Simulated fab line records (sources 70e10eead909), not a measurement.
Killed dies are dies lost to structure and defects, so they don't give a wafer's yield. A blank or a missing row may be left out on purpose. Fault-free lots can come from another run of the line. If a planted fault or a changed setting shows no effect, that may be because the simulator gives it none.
Chamber matching || flow nand-harc || rie-diel-05 running NHARC_A_STAIRCASE_TRIM_187: 4 sister chambers
The step chemistry O2, time 211.2 s. 4 wafers are shown with their chamber, then 9 later ones without.

== WAFERS WITH THEIR CHAMBER ==
{"wafer": "L077.4", "chamber": 3, "showerhead-plenum-p-Torr (Torr)": 3.79}
{"wafer": "L084.1", "chamber": 1, "showerhead-plenum-p-Torr (Torr)": 3.36}
{"wafer": "L082.1", "chamber": 2, "showerhead-plenum-p-Torr (Torr)": 3.50}
{"wafer": "L082.6", "chamber": 0, "showerhead-plenum-p-Torr (Torr)": 3.32}

== WAFERS MISSING THEIR CHAMBER ==
{"wafer": "L093.1", "showerhead-plenum-p-Torr (Torr)": 3.77}
{"wafer": "L093.3", "showerhead-plenum-p-Torr (Torr)": 3.35}
{"wafer": "L093.5", "showerhead-plenum-p-Torr (Torr)": 3.31}
{"wafer": "L094.1", "showerhead-plenum-p-Torr (Torr)": 3.31}
{"wafer": "L094.3", "showerhead-plenum-p-Torr (Torr)": 3.77}
{"wafer": "L094.6", "showerhead-plenum-p-Torr (Torr)": 3.77}
{"wafer": "L095.1", "showerhead-plenum-p-Torr (Torr)": 3.31}
{"wafer": "L095.3", "showerhead-plenum-p-Torr (Torr)": 3.48}
{"wafer": "L095.5", "showerhead-plenum-p-Torr (Torr)": 3.48}

== CHAMBER TAKEN BY EACH ==
{"wafer": "L093.1", "from the rows above": 3, "in truth": 3}
{"wafer": "L093.3", "from the rows above": "can't be placed: 1 or 0", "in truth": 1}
{"wafer": "L093.5", "from the rows above": 0, "in truth": 0}
{"wafer": "L094.1", "from the rows above": 0, "in truth": 0}
{"wafer": "L094.3", "from the rows above": 3, "in truth": 3}
{"wafer": "L094.6", "from the rows above": 3, "in truth": 3}
{"wafer": "L095.1", "from the rows above": 0, "in truth": 0}
{"wafer": "L095.3", "from the rows above": 2, "in truth": 2}
{"wafer": "L095.5", "from the rows above": 2, "in truth": 2}
8 of 9 placed correctly. From these rows, 1 cannot be placed; in 1 the true chamber is one of the candidates. Placed wrongly: 0.
How it was worked out, from the rows above alone: a wafer's distance from a chamber is the root of the sum, over the readings, of the square of ((its reading less the chamber's mean) divided by the reading's scatter). If the next closest chamber is less than 2 further off than the closest, the wafer can't be placed; otherwise it belongs to the closest. Each chamber's mean is taken over the wafers shown for it. The scatter: with one shown wafer a chamber, the root of the mean of the squares of how far each hidden wafer lies from its nearest shown one.
